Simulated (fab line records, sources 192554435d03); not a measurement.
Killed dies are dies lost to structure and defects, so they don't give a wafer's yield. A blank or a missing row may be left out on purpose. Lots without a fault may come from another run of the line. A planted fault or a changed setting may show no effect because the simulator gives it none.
A struck lot beside a sound one | flow n5_finfet | 36 steps out of a route of 1938
Sound: wafers L653.1, L653.3, L653.4. Struck: wafer L646.6. (L646.1 of the same lot was not struck and is left out.) The cause comes at the end.
At each step with rows: each side's tool, then ch and its chambers, then its first start. Under that, the readings that differ: sound wafers | struck wafers | difference of the means | sigmas: that difference in standard deviations of wafers without a fault.
alike: readings whose means differ by less than 2 such deviations, and words and numbers that are the same on both sides. not compared: withheld readings, readings that some wafer has no value for, bounds like >300 that may hide the same value, and numbers for which the record gives no deviation and whose values overlap.
The two part at a step that has a row with sigmas, a row that says differs or no value, or rows on one side only. Numbers that don't overlap but have no deviation are shown without sigmas and don't part them. A reading that every wafer of one side lacks parts them only if that side has two wafers or more.

first, 9 steps without rows for these wafers: N5_BEOL_M13_COAT_22 (resist thk 300 nm); N5_BEOL_M13_EBR_24; N5_BEOL_M13_SOFTBAKE_23 (time 60 s); N5_BEOL_M13_EXPOSE_25 (exposes mask M13, target cd 210 nm); N5_BEOL_M13_PEB_26 (peb time 90 s); N5_BEOL_M13_DEVELOP_27 (develop time 45 s); N5_BEOL_M13_HARDBAKE_32 (time 120 s); N5_BEOL_M13_DESCUM_33 (chemistry O2, time 7.9 s); N5_BEOL_M13_ETCH_67 (etches SiARC in CF4, target depth 143 nm, time 238.3 s).
N5_BEOL_M13_ETCH_68: etches SOC in N2/H2, time 355 s.
  sound on rie_diel-04 ch 0,2,3, day 18 17:08; struck on rie_diel-06 ch 0, day 17 00:16
  reading                                     | sound             | struck | difference | sigmas
  oes_product_au (a.u.)                       | 0.82 0.67 0.89    | 1.11   | +0.32      | +3
  model.SiARC_of_BEOL_M13_COAT_66.thk_nm (nm) | 77.8 78.8 77.2    | 56.4   | -21.5      |
  model.BEOL_M13.cd_nm (nm)                   | 210.2 210.6 208.6 | 221.2  | +11.4      |
  alike: bias_w, chamber_pressure_mTorr, drypump_motor_current_A, rf_vpp_V, showerhead_plenum_p_Torr, throttle_valve_pct
  not compared: rf_hours_counter_h
then, 4 steps without rows for these wafers: N5_BEOL_M13_STRIP_69 (strips in N2/H2); N5_BEOL_M13_TRENCH_ETCH_34 (etches SiOC in C4F8/O2/Ar, target depth 413.47 nm, time 162.6 s); N5_BEOL_M13_STRIP_70 (strips in C4F8/O2/Ar); N5_BEOL_M13_STRIP_37 (strips in N2/H2).
N5_BEOL_M13_ETCH_38: etches SiCN in CF4/N2, target depth 67.5 nm, time 71.9 s.
  sound on rie_diel-04 ch 1,2,3, day 18 19:44; struck on rie_diel-04 ch 2, day 17 01:00
  reading                   | sound             | struck | difference | sigmas
  model.BEOL_M13.cd_nm (nm) | 210.2 210.6 208.4 | 221.2  | +11.5      |
  alike: bias_w, chamber_pressure_mTorr, drypump_motor_current_A, oes_product_au, rf_vpp_V, showerhead_plenum_p_Torr, throttle_valve_pct
  not compared: rf_hours_counter_h
then, 19 steps without rows for these wafers: N5_BEOL_M13_PRECLEAN_39 (cleans in residue remover, time 60 s); N5_BEOL_M13_SRD_40 (time 30 s, dry time 30 s); N5_BEOL_M13_DEGAS_41 (time 60 s); N5_BEOL_M13_PRE_CLEAN_42 (time 30 s); N5_BEOL_M13_SPUTTER_43 (material TaN, target thk 15 nm, time 24.19 s); N5_BEOL_M13_SPUTTER_44 (material Ta, target thk 10 nm, time 16.13 s); N5_BEOL_M13_SPUTTER_45 (material Cu, target thk 80 nm, time 13.33 s); N5_BEOL_M13_ECD_47 (material Cu, target thk 936 nm); N5_BEOL_M13_ANNEAL_48 (time 90 s); N5_BEOL_M13_CMP_49 (polishes, stops on SiOC, t overpolish 17.1 s, target thk 420 nm); N5_BEOL_M13_PRE_CLEAN_52 (time 15 s); N5_BEOL_M13_DEP_53 (deposits SiCN from 3MS/NH3, target thk 50 nm, time 17.8 s); N5_BEOL_M14_ILD_DEP_00 (deposits SiO2 from TEOS/O2, target thk 1119.3 nm, time 237.4 s); N5_BEOL_M14_COAT_58 (time 60 s, resist thk 89 nm); N5_BEOL_M14_COAT_04 (resist thk 800 nm); N5_BEOL_M14_EBR_06; N5_BEOL_M14_SOFTBAKE_05 (time 60 s); N5_BEOL_M14_EXPOSE_07 (exposes mask V13); N5_BEOL_M14_PEB_08 (peb time 90 s).
N5_BEOL_M15_RC_MEAS_101:
  sound on prober-02 ch 0, day 19 09:59; struck on prober-02 ch 0, day 17 16:52
  reading                    | sound                   | struck  | difference | sigmas
  COMB_M9 (S/m)              | 1.4e-11 1.5e-11 1.5e-11 | 2.5e-11 | +1.0e-11   | +3
  SERP_M13 (ohm/um)          | 0.309 0.321 0.307       | 0.292   | -0.020     | -2
  SERP_M13_max_site (ohm/um) | 0.311 0.324 0.310       | 0.295   | -0.020     | -2
  SERP_M9_max_site (ohm/um)  | 3.31 3.44 3.14          | 3.04    | -0.26      | -2
  alike: COMB_M10, COMB_M11, COMB_M12, COMB_M13, COMB_M14, COMB_M15, COMB_M5, COMB_M6, COMB_M7, COMB_M8, SERP_M10, SERP_M11, SERP_M12, SERP_M14, SERP_M5, SERP_M6, SERP_M7, SERP_M8, SERP_M9
N5_PASSIVATION_PROBE_49:
  the record has rows for the sound wafers here (prober-01, day 20 07:55) and none for the struck ones

WHERE THEY PART
First at N5_BEOL_M13_ETCH_68; last, within this record, at N5_PASSIVATION_PROBE_49.

WHY: what the simulator had put in
Process parameter drift: rie_diel-06, from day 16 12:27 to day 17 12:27, at N5_BEOL_M13_ETCH_68. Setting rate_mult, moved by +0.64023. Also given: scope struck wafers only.
